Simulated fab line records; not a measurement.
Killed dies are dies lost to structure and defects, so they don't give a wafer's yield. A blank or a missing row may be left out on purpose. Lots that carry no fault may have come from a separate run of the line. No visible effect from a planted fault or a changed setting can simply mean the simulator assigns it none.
fab line records | flow nand_harc
record: lots: 14 | wafers: 42 | last_day: 33
route steps=1302 shown A_STAIRCASE@811
lots that met no fault: from a run of the same line without faults
start_h: hours from the record's first day to the start of the lot's first wafer shown | wait_h: how many hours have passed since the lot's step before this one | " unchanged from the row above | L1.1+2: a single row standing in for several wafers | - no value present, or no start provided | * or withheld: withheld | < > ~ a bound
route shown NAME@n: NAME is a module with steps in the file, n the number in the route of the first one | usual: mean/standard deviation of fault-free wafers | same: alike in all rows | chamber/n: place in a boat | sites: readings site by site | _std_site: the standard deviation of these | _edge_site: outer sites' mean less inner sites' | radius_mm: for every site, how far away it sits from the centre of the wafer | mask NAME#n: copy n | behind: the tool/chamber that last shaped the wafer | hold: what put the lot on hold/how long, in hours/how the hold closed | device: names the non-switching transistor (n, p or np) | end of line: the route-end tests of the same wafers | a step given without rows: its recipe and nothing more | killed: dies lost to structure and defects at the first sort, not the wafer's yield | map: dies across one wafer; x = killed, . = not, _ = none there
set.NAME: the setting that was run; set.NAME@STEP: the one run at that earlier step | model.NAME: the simulator's own value behind a step, which no gauge read
the route's steps for a sample of lots (tables are steps, rows are wafers)
services: from which hour (start_h, from the record's first day; less than 0 if before it) a tool's chamber was out of use, for how many hours, and why
== steps ==
step: NHARC_A_STAIRCASE_ETCH_452
recipe: target_depth_a: 300 | overetch_a: 30 | time_s: 16.5 | ion_energy_ev: 100 | cf4_flow_sccm: 80 | o2_flow_sccm: 20 | ar_flow_sccm: 0 | rf_w: 300 | bias_w: 100 | chemistry: CF4/O2
usual: drypump_motor_current_A: 5.8/0.46 | mfc_ar_sccm: 0.006/0.01 | oes_product_au: 0.999/0.0076 | rf_vpp_V: 198.0/1.6 | showerhead_plenum_p_Torr: 1.34/0.065 | throttle_valve_pct: 13.397/0.009
lot.wafer | tool        | chamber | start_h | wait_h | drypump_motor_current_A | mfc_ar_sccm | oes_product_au | rf_hours_counter_h | rf_vpp_V | showerhead_plenum_p_Torr | throttle_valve_pct
L339.1    | rie_diel-05 | 1       | -       | -      | 5.3                     | 0.010       | 1.003          | 47                 | 198.1    | 1.38                     | 13.389
L339.4    | "           | 2       | "       | "      | 4.7                     | 0.025       | 1.000          | 47                 | 198.1    | 1.33                     | 13.387
L339.6    | "           | 0       | "       | "      | 5.9                     | 0.031       | 1.006          | -                  | 195.9    | 1.25                     | 13.406
L341.3    | rie_diel-05 | 0       | -       | -      | 5.8                     | 0.031       | 0.999          | 54                 | 196.8    | 1.25                     | 13.392
L341.6    | "           | 0       | "       | "      | 5.8                     | 0.031       | 1.000          | -                  | 197.0    | 1.25                     | 13.391
L341.5    | "           | 1       | "       | "      | 5.3                     | 0.010       | 1.001          | -                  | 200.3    | 1.38                     | 13.406
L345.1    | rie_diel-01 | 0       | -       | -      | 4.8                     | 0           | 1.005          | 8                  | 201.4    | 1.44                     | 13.398
L345.6    | "           | 0       | "       | "      | 4.8                     | 0           | 1.004          | -                  | 200.4    | 1.44                     | 13.400
L345.5    | "           | 2       | "       | "      | 6.4                     | 0           | 0.998          | -                  | 201.1    | 1.44                     | 13.406
L344.4    | rie_diel-09 | 2       | -       | -      | 5.8                     | 0           | 0.998          | 20                 | 196.0    | 1.26                     | 13.395
L344.3    | "           | 1       | "       | "      | 5.5                     | 0           | 1.016          | 44                 | 198.0    | 1.34                     | 13.371
L344.5    | "           | 3       | "       | "      | 5.5                     | 0.010       | 0.996          | -                  | 198.2    | 1.33                     | 13.400
L346.4    | rie_diel-01 | 0       | -       | -      | 4.9                     | 0           | 1.011          | 14                 | 200.5    | 1.44                     | 13.376
L346.2    | "           | 2       | "       | "      | 6.3                     | 0           | 1.000          | 27                 | 200.3    | 1.44                     | 13.390
L346.5    | "           | 3       | "       | "      | 6.1                     | 0           | 0.990          | -                  | 196.1    | 1.24                     | 13.393
L348.1    | rie_diel-01 | 1       | -       | -      | 6.3                     | 0           | 0.992          | 18                 | 198.8    | 1.39                     | 13.401
L348.4    | "           | 0       | "       | "      | 4.8                     | 0           | 1.006          | 16                 | 199.7    | 1.44                     | 13.389
L348.5    | "           | 1       | "       | "      | 6.3                     | 0           | 1.000          | -                  | 199.1    | 1.39                     | 13.399
L347.3    | rie_diel-01 | 1       | -       | -      | 6.3                     | 0           | 1.003          | 20                 | 199.8    | 1.39                     | 13.391
L347.4    | "           | 2       | "       | "      | 6.4                     | 0           | 0.987          | 34                 | 199.0    | 1.44                     | 13.392
L347.6    | "           | 0       | "       | "      | 4.8                     | 0           | 0.998          | -                  | 200.2    | 1.44                     | 13.410
L351.3    | rie_diel-01 | 0       | -       | -      | 4.9                     | 0           | 1.009          | 36                 | 197.9    | 1.44                     | 13.395
L351.4    | "           | 2       | "       | "      | 6.4                     | 0           | 0.998          | 50                 | 200.4    | 1.43                     | 13.391
L351.1    | "           | 3       | "       | "      | 6.0                     | 0           | 0.987          | 44                 | 196.6    | 1.24                     | 13.394
L353.2    | rie_diel-01 | 2       | -       | -      | 6.4                     | 0           | 0.995          | 58                 | 200.1    | 1.43                     | 13.411
L353.3    | "           | 0       | "       | "      | 4.8                     | 0           | 0.997          | 42                 | 200.5    | 1.44                     | 13.383
L353.6    | "           | 2       | "       | "      | 6.4                     | 0           | 1.005          | -                  | 201.1    | 1.43                     | 13.386
L358.1    | rie_diel-09 | 0       | -       | -      | 6.1                     | 0           | 0.982          | 26                 | 198.3    | 1.34                     | 13.402
L358.4    | "           | 1       | "       | "      | 5.5                     | 0           | 1.000          | 16                 | 196.2    | 1.33                     | 13.394
L358.5    | "           | 0       | "       | "      | 6.1                     | 0           | 0.992          | -                  | 196.8    | 1.34                     | 13.391
L359.4    | rie_diel-09 | 0       | -       | -      | 6.1                     | 0           | 0.997          | 30                 | 196.0    | 1.34                     | 13.400
L359.1    | "           | 1       | "       | "      | 5.5                     | 0           | 1.008          | 20                 | 198.2    | 1.33                     | 13.397
L359.6    | "           | 2       | "       | "      | 5.8                     | 0           | 1.006          | -                  | 196.0    | 1.25                     | 13.400
L361.4    | rie_diel-09 | 1       | -       | -      | 5.5                     | 0           | 1.000          | 21                 | 196.8    | 1.33                     | 13.388
L361.3    | "           | 2       | "       | "      | 5.8                     | 0           | 1.012          | 32                 | 197.6    | 1.25                     | 13.392
L361.5    | "           | 2       | "       | "      | 5.8                     | 0           | 1.007          | -                  | 195.2    | 1.25                     | 13.408
L360.3    | rie_diel-09 | 0       | -       | -      | 6.1                     | 0           | 0.987          | 32                 | 197.4    | 1.34                     | 13.388
L360.1    | "           | 1       | "       | "      | 5.5                     | 0           | 1.002          | 23                 | 197.4    | 1.33                     | 13.403
L360.5    | "           | 2       | "       | "      | 5.8                     | 0           | 1.013          | -                  | 197.2    | 1.25                     | 13.389
L362.1    | rie_diel-09 | 3       | -       | -      | 5.5                     | 0.010       | 1.001          | 32                 | 197.4    | 1.32                     | 13.393
L362.4    | "           | 3       | "       | "      | 5.5                     | 0.010       | 1.004          | -                  | 197.0    | 1.32                     | 13.401
L362.5    | "           | 0       | "       | "      | 6.1                     | 0           | 1.002          | -                  | 198.3    | 1.34                     | 13.401
step: NHARC_A_STAIRCASE_ETCH_294
recipe: target_depth_a: 49890 | time_s: 1211.6 | ion_energy_ev: 800 | c4f8_flow_sccm: 80 | o2_flow_sccm: 60 | ar_flow_sccm: withheld | rf_w: 600 | bias_w: 3000 | chemistry: C4F8/O2/Ar
usual: oes_product_au: 0.933/0.011 | rf_vpp_V: 1828/12
lot.wafer | tool        | chamber | start_h | wait_h | oes_product_au | rf_hours_counter_h | rf_vpp_V
L339.1    | rie_diel-05 | 3       | -       | -      | 0.935          | 41                 | 1840
L339.4    | "           | 2       | "       | "      | 0.941          | 47                 | 1824
L339.6    | "           | 0       | "       | "      | 0.923          | -                  | 1811
L341.3    | rie_diel-05 | 2       | -       | -      | 0.909          | 56                 | 1827
L341.5    | "           | 3       | "       | "      | 0.908          | -                  | 1839
L341.6    | "           | 0       | "       | "      | 0.937          | -                  | 1814
L345.1    | rie_diel-01 | 3       | -       | -      | 0.925          | 18                 | 1809
L345.6    | "           | 2       | "       | "      | 0.931          | -                  | 1846
L345.5    | "           | 3       | "       | "      | 0.915          | -                  | 1810
L344.3    | rie_diel-09 | 1       | -       | -      | 0.947          | 44                 | 1828
L344.4    | "           | 3       | "       | "      | 0.918          | 37                 | 1825
L344.5    | "           | 1       | "       | "      | 0.940          | -                  | 1827
L346.4    | rie_diel-01 | 2       | -       | -      | 0.936          | 27                 | 1846
L346.2    | "           | 1       | "       | "      | 0.928          | 14                 | 1837
L346.5    | "           | 3       | "       | "      | 0.932          | -                  | 1808
L348.4    | rie_diel-01 | 1       | -       | -      | 0.951          | 18                 | 1837
L348.1    | "           | 3       | "       | "      | 0.927          | 26                 | 1809
L348.5    | "           | 2       | "       | "      | 0.958          | -                  | 1846
L347.4    | rie_diel-01 | 1       | -       | -      | 0.955          | 20                 | 1837
L347.3    | "           | 3       | "       | "      | 0.937          | 28                 | 1809
L347.6    | "           | 1       | "       | "      | 0.955          | -                  | 1836
L351.1    | rie_diel-01 | 3       | -       | -      | 0.921          | 44                 | 1808
L351.4    | "           | 1       | "       | "      | 0.933          | 30                 | 1837
L351.3    | "           | 2       | "       | "      | 0.923          | 50                 | 1844
L353.3    | rie_diel-01 | 3       | -       | -      | 0.929          | 53                 | 1807
L353.2    | "           | 0       | "       | "      | 0.931          | 43                 | 1847
L353.6    | "           | 2       | "       | "      | 0.948          | -                  | 1846
L358.1    | rie_diel-09 | 1       | -       | -      | 0.923          | 16                 | 1826
L358.4    | "           | 2       | "       | "      | 0.940          | 27                 | 1811
L358.5    | "           | 0       | "       | "      | 0.929          | -                  | 1827
L359.1    | rie_diel-09 | 2       | -       | -      | 0.937          | 31                 | 1812
L359.4    | "           | 0       | "       | "      | 0.924          | 30                 | 1827
L359.6    | "           | 1       | "       | "      | 0.934          | -                  | 1826
L361.3    | rie_diel-09 | 3       | -       | -      | 0.934          | 24                 | 1823
L361.4    | "           | 0       | "       | "      | 0.919          | 31                 | 1828
L361.5    | "           | 2       | "       | "      | 0.930          | -                  | 1811
L360.1    | rie_diel-09 | 1       | -       | -      | 0.935          | 23                 | 1826
L360.3    | "           | 2       | "       | "      | 0.932          | 34                 | 1812
L360.5    | "           | 1       | "       | "      | 0.937          | -                  | 1825
L362.1    | rie_diel-09 | 1       | -       | -      | 0.944          | 31                 | 1826
L362.5    | "           | 1       | "       | "      | 0.944          | -                  | 1825
L362.4    | "           | 3       | "       | "      | 0.920          | -                  | 1825
step: NHARC_A_STAIRCASE_STRIP_316
recipe: o2_flow_sccm: 500 | ar_flow_sccm: 0 | bias_w: 0 | chemistry: O2
usual: drypump_motor_current_A: 5.7/0.54 | mfc_ar_sccm: 0.008/0.012 | oes_product_au: 0.999/0.0082 | rf_vpp_V: 57.9/0.93 | showerhead_plenum_p_Torr: 3.57/0.17 | throttle_valve_pct: 17.036/0.0088
lot.wafer | tool        | chamber | start_h | wait_h | drypump_motor_current_A | mfc_ar_sccm | oes_product_au | rf_hours_counter_h | rf_vpp_V | showerhead_plenum_p_Torr | throttle_valve_pct
L339.1    | rie_diel-01 | 2       | -       | -      | 6.4                     | 0           | 1.000          | 5                  | 58.8     | 3.81                     | 17.050
L339.4    | "           | 0       | "       | "      | 4.8                     | 0           | 0.998          | 3                  | 58.4     | 3.81                     | 17.036
L339.6    | "           | 3       | "       | "      | 6.1                     | 0           | 0.980          | -                  | 57.0     | 3.31                     | 17.054
L341.3    | rie_diel-09 | 3       | -       | -      | 5.6                     | 0.010       | 0.998          | 30                 | 58.7     | 3.52                     | 17.043
L341.6    | "           | 1       | "       | "      | 5.5                     | 0           | 1.007          | -                  | 58.6     | 3.55                     | 17.043
L341.5    | "           | 2       | "       | "      | 5.8                     | 0           | 1.007          | -                  | 58.5     | 3.35                     | 17.037
L345.1    | rie_diel-05 | 1       | -       | -      | 5.3                     | 0.010       | 0.998          | 5                  | 57.7     | 3.64                     | 17.043
L345.5    | "           | 0       | "       | "      | 5.8                     | 0.031       | 0.987          | -                  | 58.2     | 3.32                     | 17.051
L345.6    | "           | 1       | "       | "      | 5.3                     | 0.010       | 0.999          | -                  | 58.6     | 3.64                     | 17.034
L344.3    | rie_diel-01 | 0       | -       | -      | 4.9                     | 0           | 0.997          | 11                 | 59.3     | 3.80                     | 17.033
L344.4    | "           | 2       | "       | "      | 6.4                     | 0           | 1.011          | -                  | 58.5     | 3.80                     | 17.032
L344.5    | "           | 0       | "       | "      | 4.9                     | 0           | 1.007          | -                  | 57.9     | 3.80                     | 17.044
L346.2    | rie_diel-05 | 2       | -       | -      | 4.6                     | 0.025       | 0.986          | 10                 | 59.2     | 3.50                     | 17.044
L346.4    | "           | 0       | "       | "      | 5.9                     | 0.031       | 0.993          | 10                 | 57.2     | 3.32                     | 17.030
L346.5    | "           | 3       | "       | "      | 6.3                     | 0.036       | 0.999          | -                  | 59.8     | 3.70                     | 17.037
L348.1    | rie_diel-09 | 3       | -       | -      | 5.6                     | 0.010       | 0.999          | 45                 | 58.9     | 3.51                     | 17.047
L348.4    | "           | 1       | "       | "      | 5.5                     | 0           | 1.009          | 55                 | 57.3     | 3.53                     | 17.034
L348.5    | "           | 3       | "       | "      | 5.6                     | 0.010       | 1.001          | -                  | 56.9     | 3.51                     | 17.034
L347.3    | rie_diel-01 | 1       | -       | -      | 6.3                     | 0           | 0.996          | 22                 | 57.4     | 3.66                     | 17.043
L347.4    | "           | 2       | "       | "      | 6.4                     | 0           | 0.997          | 36                 | 59.2     | 3.79                     | 17.019
L347.6    | "           | 2       | "       | "      | 6.4                     | 0           | 0.991          | -                  | 60.1     | 3.79                     | 17.032
L351.3    | rie_diel-09 | 2       | -       | -      | 5.8                     | 0           | 0.995          | 1                  | 57.8     | 3.34                     | 17.032
L351.1    | "           | 3       | "       | "      | 5.5                     | 0.010       | 1.008          | 1                  | 58.0     | 3.51                     | 17.036
L351.4    | "           | 0       | "       | "      | 6.1                     | 0           | 0.988          | 1                  | 56.5     | 3.55                     | 17.031
L353.3    | rie_diel-01 | 3       | -       | -      | 6.1                     | 0           | 0.983          | 54                 | 57.1     | 3.28                     | 17.033
L353.2    | "           | 1       | "       | "      | 6.3                     | 0           | 0.992          | 37                 | 57.9     | 3.65                     | 17.035
L353.6    | "           | 3       | "       | "      | 6.1                     | 0           | 0.999          | -                  | 57.8     | 3.28                     | 17.009
L358.1    | rie_diel-09 | 3       | -       | -      | 5.5                     | 0.010       | 1.009          | 21                 | 58.0     | 3.50                     | 17.037
L358.4    | "           | 0       | "       | "      | 6.1                     | 0           | 0.994          | 29                 | 57.5     | 3.54                     | 17.031
L358.5    | "           | 2       | "       | "      | 5.8                     | 0           | 0.995          | -                  | 58.5     | 3.32                     | 17.026
L359.4    | rie_diel-01 | 1       | -       | -      | 6.2                     | 0           | 0.998          | 12                 | 59.2     | 3.64                     | 17.033
L359.1    | "           | 3       | "       | "      | 6.1                     | 0           | 0.989          | 7                  | 57.8     | 3.80                     | 17.035
L359.6    | "           | 0       | "       | "      | 4.9                     | 0           | 0.995          | -                  | 58.1     | 3.77                     | 17.039
L361.3    | rie_diel-05 | 1       | -       | -      | 5.3                     | 0.010       | 0.998          | 2                  | 57.8     | 3.61                     | 17.041
L361.4    | "           | 0       | "       | "      | 5.9                     | 0.031       | 0.990          | 2                  | 57.2     | 3.29                     | 17.035
L361.5    | "           | 2       | "       | "      | 4.7                     | 0.025       | 0.990          | -                  | 57.0     | 3.48                     | 17.042
L360.1    | rie_diel-01 | 0       | -       | -      | 4.9                     | 0           | 0.996          | 5                  | 58.5     | 3.77                     | 17.023
L360.3    | "           | 2       | "       | "      | 6.4                     | 0           | 0.990          | 14                 | 56.9     | 3.76                     | 17.032
L360.5    | "           | 1       | "       | "      | 6.3                     | 0           | 0.990          | -                  | 58.4     | 3.64                     | 17.042
L362.4    | rie_diel-01 | 3       | -       | -      | 6.0                     | 0           | 0.995          | 12                 | 58.7     | 3.80                     | 17.038
L362.1    | "           | 1       | "       | "      | 6.3                     | 0           | 1.005          | 18                 | 58.3     | 3.64                     | 17.031
L362.5    | "           | 3       | "       | "      | 6.0                     | 0           | 1.001          | -                  | 57.3     | 3.80                     | 17.023
step: NHARC_A_STAIRCASE_ALD_415
recipe: target_thk_a: 300 | pulse_time_s: 6 | ald_cycles: 300 | temp_c: 300 | material: SiO2
usual: ald_cycles: 300/0 | heater_power_w: 478/63 | precursor_pulse_height_rel: 1.000/0.02
lot.wafer | tool      | chamber | start_h | wait_h | ald_cycles | heater_power_w | precursor_pulse_height_rel
L339.4    | ald_hk-01 | 0       | 397.19  | 0.3    | 300        | 545            | 0.988
L339.1    | "         | 2       | "       | "      | 300        | 526            | 1.006
L339.6    | "         | 0       | "       | "      | 300        | 546            | 1.024
L341.3    | ald_hk-01 | 0       | 408.20  | 0.8    | 300        | 552            | 0.980
L341.5    | "         | 1       | "       | "      | 300        | 494            | 1.032
L341.6    | "         | 2       | "       | "      | 300        | 520            | 1.015
L345.1    | ald_hk-01 | 3       | 436.13  | 0.3    | 300        | 392            | 1.011
L345.6    | "         | 2       | "       | "      | 300        | 517            | 1.050
L345.5    | "         | 3       | "       | "      | 300        | 386            | 1.009
L344.4    | ald_hk-01 | 1       | 440.82  | 3.8    | 300        | 481            | 1.015
L344.3    | "         | 2       | "       | "      | 300        | 522            | 1.021
L344.5    | "         | 3       | "       | "      | 300        | 379            | 0.978
L346.2    | ald_hk-04 | 3       | 452.97  | 0.5    | 300        | 465            | 1.002
L346.4    | "         | 0       | "       | "      | 300        | 468            | 0.992
L346.5    | "         | 1       | "       | "      | 300        | 549            | 1.018
L348.4    | ald_hk-01 | 1       | 464.26  | 0.3    | 300        | 490            | 1.008
L348.1    | "         | 2       | "       | "      | 300        | 519            | 0.998
L348.5    | "         | 1       | "       | "      | 300        | 484            | 0.980
L347.4    | ald_hk-01 | 3       | 471.84  | 0.3    | 300        | 387            | 1.036
L347.3    | "         | 0       | "       | "      | 300        | 547            | 0.996
L347.6    | "         | 2       | "       | "      | 300        | 528            | 1.001
L351.1    | ald_hk-01 | 3       | 514.08  | 0.1    | 300        | 355            | 0.986
L351.3    | "         | 0       | "       | "      | 362        | 569            | 1.011
L351.4    | "         | 2       | "       | "      | 300        | 534            | 1.017
L353.2    | ald_hk-01 | 0       | 530.27  | 0.3    | 362        | 559            | 0.996
L353.3    | "         | 2       | "       | "      | 300        | 532            | 1.008
L353.6    | "         | 3       | "       | "      | 300        | 369            | 1.034
L358.4    | ald_hk-04 | 3       | 583.18  | 1.2    | 300        | 467            | 0.991
L358.1    | "         | 1       | "       | "      | 300        | 551            | 1.031
L358.5    | "         | 2       | "       | "      | 300        | 450            | 0.992
L359.1    | ald_hk-04 | 1       | 596.55  | 0.1    | 300        | 553            | 0.984
L359.4    | "         | 3       | "       | "      | 300        | 479            | 0.999
L359.6    | "         | 2       | "       | "      | 300        | 450            | 1.007
L361.4    | ald_hk-03 | 1       | 601.35  | 0.3    | 300        | 434            | 0.971
L361.3    | "         | 2       | "       | "      | 300        | 358            | 0.999
L361.5    | "         | 0       | "       | "      | 300        | 460            | 1.005
L360.1    | ald_hk-04 | 3       | 606.16  | 0.1    | 300        | 473            | 0.994
L360.3    | "         | 0       | "       | "      | 300        | 460            | 1.002
L360.5    | "         | 0       | "       | "      | 300        | 470            | 0.980
L362.4    | ald_hk-01 | 2       | 625.35  | 0.1    | 300        | 544            | 0.961
L362.1    | "         | 1       | "       | "      | 300        | 485            | 0.999
L362.5    | "         | 3       | "       | "      | 300        | 355            | 1.023
== services ==
tool        | chamber | start_h | hours | kind
rie_diel-01 | -       | 380.80  | 9.0   | pm
rie_diel-01 | 0       | 380.80  | 9.0   | vent_cycle
rie_diel-01 | 1       | 380.80  | 9.0   | vent_cycle
rie_diel-01 | 2       | 380.80  | 9.0   | vent_cycle
rie_diel-01 | 3       | 380.80  | 9.0   | vent_cycle
rie_diel-09 | -       | 386.94  | 0.4   | repair
rie_diel-01 | 0       | 389.80  | -     | clean
rie_diel-01 | 0       | 389.80  | -     | consumable_replace:showerhead
rie_diel-01 | 1       | 389.80  | -     | clean
rie_diel-01 | 2       | 389.80  | -     | clean
ald_hk-01   | -       | 394.51  | 1.7   | repair
ald_hk-03   | -       | 396.03  | 10.0  | pm
rie_diel-09 | 0       | 399.13  | 5.0   | repair
rie_diel-05 | -       | 409.71  | 9.0   | pm
rie_diel-09 | 3       | 448.75  | 12.9  | repair
ald_hk-01   | -       | 474.00  | 10.0  | pm
rie_diel-01 | 1       | 476.34  | 10.3  | repair
rie_diel-09 | -       | 497.19  | 9.0   | pm
rie_diel-01 | -       | 557.80  | 9.0   | pm
rie_diel-09 | 3       | 560.62  | 8.5   | repair
rie_diel-09 | 1       | 566.46  | 6.7   | repair
ald_hk-01   | -       | 575.36  | 1.1   | repair
rie_diel-05 | -       | 587.88  | 9.0   | pm
ald_hk-04   | -       | 612.92  | 10.0  | pm
== key ==
first_sign: step: NHARC_A_STAIRCASE_ALD_415 | reading: ald_cycles | direction: up | sigmas: 99+ | usual: 300 | struck: 362
effect none on later readings
met_at NHARC_A_STAIRCASE_ALD_415
struck_lots L351,L353
struck_wafers L351.3,L353.2
later_rows_left_out L351.3,L353.2
sort_left_out L351.3,L353.2
tester_left_out L351,L353
not_acting_at NHARC_A_STAIRCASE_ETCH_452,NHARC_A_STAIRCASE_ETCH_294,NHARC_A_STAIRCASE_STRIP_316
onset_between 471.84 514.08
fault: kind: process_parameter_drift | tool: ald_hk-01 | chamber: 0 | onset_h: 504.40 | steps: NHARC_A_STAIRCASE_ALD_415 | channel: ald_cycles | offset: 62 | shape: step | end_h: 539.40 | acts_in: these_recipes_only | stated: 300
tester_left_out: of these lots the tester's yield and bins aren't shown, on N5 and GAA mostly nor the transistor test; their killed dies are dies lost to structure and defects alone, not to doping, threshold or leakage, so they don't give the yield
sort_left_out: the simulated sort isn't trusted on such a fault, so these wafers' sort isn't shown, and their yield isn't known
later_rows_left_out: the simulator's readings of these wafers behind a module that went badly wrong aren't trusted and aren't shown, but for the sort
